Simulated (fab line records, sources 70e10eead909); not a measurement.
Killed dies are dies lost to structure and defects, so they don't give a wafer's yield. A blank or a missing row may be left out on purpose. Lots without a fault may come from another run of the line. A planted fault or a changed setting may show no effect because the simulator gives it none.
One fault seen from 2 desks | flow nand_harc | each desk has only its own numbers; what lay behind them comes last

THE METROLOGY DESK
What the gauges read, lot by lot, whatever tool the lot ran on: means of the sampled wafers that have a number. A lot is out of limits, marked OUT, if its mean lies more than 4 standard deviations from the usual mean; the brackets give that distance.
Columns: A = cd_nm at NHARC_P_M2_CD_MEAS_09, usual 169.6 nm
lot  | first seen here | A
L224 | day 6 10:13     | 169.8
L226 | day 7 05:49     | 169.0
L229 | day 8 08:49     | 169.9
L230 | day 8 20:47     | 169.7
L231 | day 9 12:50     | 169.4
L232 | day 9 18:35     | 169.6
L233 | day 10 17:03    | 169.4
L235 | day 10 23:16    | 169.2
L234 | day 11 01:20    | 170.3
L238 | day 12 08:48    | 169.9
L237 | day 12 09:44    | 169.7
L239 | day 12 13:38    | 141.9 (-55) OUT
L242 | day 13 19:02    | 148.7 (-42) OUT
L247 | day 15 20:16    | 169.8
This desk's finding: out of limits on L239, L242; first on L239, day 12 13:38 (cd_nm at NHARC_P_M2_CD_MEAS_09). In limits: L224, L226, L229, L230, L231, L232, L233, L235, L234, L238, L237, L247.

THE TOOL OWNER'S DESK: arfi_scanner-01
The tool's own readings at NHARC_P_M2_EXPOSE_06 (exposes mask P M2, target cd 170 nm): means of the sampled wafers that have a number, for each lot that ran on this tool. A lot is out of limits, marked OUT, if its mean lies more than 4 standard deviations from the usual mean; the brackets give that distance.
Columns: A = exposure_dose_mJ_cm2 at NHARC_P_M2_EXPOSE_06, usual 80.64; B = reticle_temp_C at NHARC_P_M2_EXPOSE_06, usual 23.00 C; C = stage_vel_mm_s at NHARC_P_M2_EXPOSE_06, usual 500.03 mm/s
lot  | first seen here | A                       | B     | C
L226 | day 7 05:41     | 80.71                   | 22.91 | 500.24
L230 | day 8 20:39     | 80.68                   | 23.04 | 499.81
L234 | day 11 01:11    | 80.77                   | 22.96 | 500.08
L238 | day 12 08:40    | 80.73                   | 22.97 | 499.84
L237 | day 12 09:36    | 80.82                   | 22.95 | 499.96
L239 | day 12 13:29    | 50.26 (-99 or more) OUT | 23.02 | 499.82
L242 | day 13 18:54    | 56.45 (-99 or more) OUT | 23.00 | 500.04
This desk's finding: out of limits on L239, L242; first on L239, day 12 13:29 (exposure_dose_mJ_cm2 at NHARC_P_M2_EXPOSE_06). In limits: L226, L230, L234, L238, L237.

PUT TOGETHER
The tool owner's desk could have raised an alarm at day 12 13:29, on L239, L242.
The metrology desk could have raised an alarm at day 12 13:38, on L239, L242.
Of the lots named, all ran NHARC_P_M2_EXPOSE_06 on arfi_scanner-01.

WHAT THE SIMULATOR HAD PUT IN
Process parameter drift: arfi_scanner-01, from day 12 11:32 on, at NHARC_P_M2_EXPOSE_06. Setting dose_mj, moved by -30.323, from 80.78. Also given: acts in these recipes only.
Lots struck among those shown: L239, L242.
Hours from the fault's start to each desk's first reading out of limits: the tool owner's desk, 2; the metrology desk, 2.
